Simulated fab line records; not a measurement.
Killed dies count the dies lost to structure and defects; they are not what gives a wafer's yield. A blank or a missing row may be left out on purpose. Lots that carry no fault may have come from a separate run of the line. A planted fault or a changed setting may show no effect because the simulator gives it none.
One fault seen from 2 desks ; flow n5-finfet ; every desk sees just its own numbers, and what lay behind them comes last

== AT THE TOOL OWNER'S DESK: wet-bench-05 ==
The tool's own readings at N5_MOL_CONTACT_COAG_PRECLEAN_125 (cleans in DIW, time 57.5 s): means of the sampled wafers that have a number, for each lot that ran on this tool. Marked OUT: a lot whose mean sits more than 4 standard deviations from the usual mean, which makes it out of limits; the brackets give that distance.
Columns: A = run-length-s at N5_MOL_CONTACT_COAG_PRECLEAN_125, usual 65.4 s
lot;first seen here;A
L807;day 7 20:11;64.6
L808;day 8 02:56;70.5
L809;day 8 03:02;70.4
L814;day 9 13:16;88.7 (+9.3) OUT
L817;day 10 06:02;93.8 (+11) OUT
L818;day 10 09:16;94.0 (+11) OUT
This desk's verdict: out of limits on L814, L817, L818, starting with L814 at day 9 13:16 (run-length-s at N5_MOL_CONTACT_COAG_PRECLEAN_125). L807, L808, L809 stayed within limits.

== FROM THE METROLOGY DESK ==
Lot by lot, what the gauges showed, no matter which tool ran the lot: averages of those sampled wafers that carry a number. Marked OUT: a lot whose mean sits more than 4 standard deviations from the usual mean, which makes it out of limits; the brackets give that distance. Shown here are 7 of its 10 readings, the ones lying furthest out on some lot.
Columns: A = DIBL_N at N5_BEOL_M4_RC_MEAS_101, usual 36.9 mV/V; B = DIBL_P at N5_BEOL_M4_RC_MEAS_101, usual 37.1 mV/V; C = IOFF_P at N5_BEOL_M4_RC_MEAS_101, usual 0.22 nA/um; D = ION_N at N5_BEOL_M4_RC_MEAS_101, usual 674 uA/um; E = SS_P at N5_BEOL_M4_RC_MEAS_101, usual 73.5 mV/dec; F = VT_N at N5_BEOL_M4_RC_MEAS_101, usual 249 mV; G = VT_P at N5_BEOL_M4_RC_MEAS_101, usual -250 mV
lot;first seen here;A;B;C;D;E;F;G
L796;day 8 11:50;37.2;37.0;0.23;689;73.6;246;-248
L799;day 9 03:10;36.9;37.9;0.26;677;73.8;249;-247
L805;day 10 13:26;36.4;37.9;0.22;675;73.8;250;-251
L807;day 11 00:10;38.7;36.5;0.18;672;73.4;250;-254
L809;day 11 01:46;37.6;38.1;0.24;682;73.3;248;-250
L808;day 11 09:43;34.3;36.2;0.16;657;72.4;256;-255
L814;day 12 16:11;37.9;37.4;0.28;688;74.0;245;-244
L817;day 13 12:01;37.0;39.8;0.25;679;74.0;248;-249
L818;day 13 14:08;36.7;34.6;0.24;674;73.5;249;-247
L819;day 13 22:05;36.1;37.3;0.23;672;73.3;250;-247
This desk's finding: nothing out of limits on any of the 10 lots.

== BROUGHT TOGETHER ==
At day 9 13:16, on L814, L817, L818, the tool owner's desk was in a position to raise an alarm.
Nothing out of limits was seen by the metrology desk.
The metrology desk has L814, L817, L818 on record, within its limits.
Every lot named ran N5_MOL_CONTACT_COAG_PRECLEAN_125 on wet-bench-05.

== WHAT HAD BEEN PUT IN BY THE SIMULATOR ==
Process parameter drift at N5_MOL_CONTACT_COAG_PRECLEAN_125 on wet-bench-05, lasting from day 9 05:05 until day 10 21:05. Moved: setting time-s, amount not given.
Lots struck among those shown: L814, L817, L818.
Hours from the fault's start to each desk's first reading out of limits: the tool owner's desk, 8.
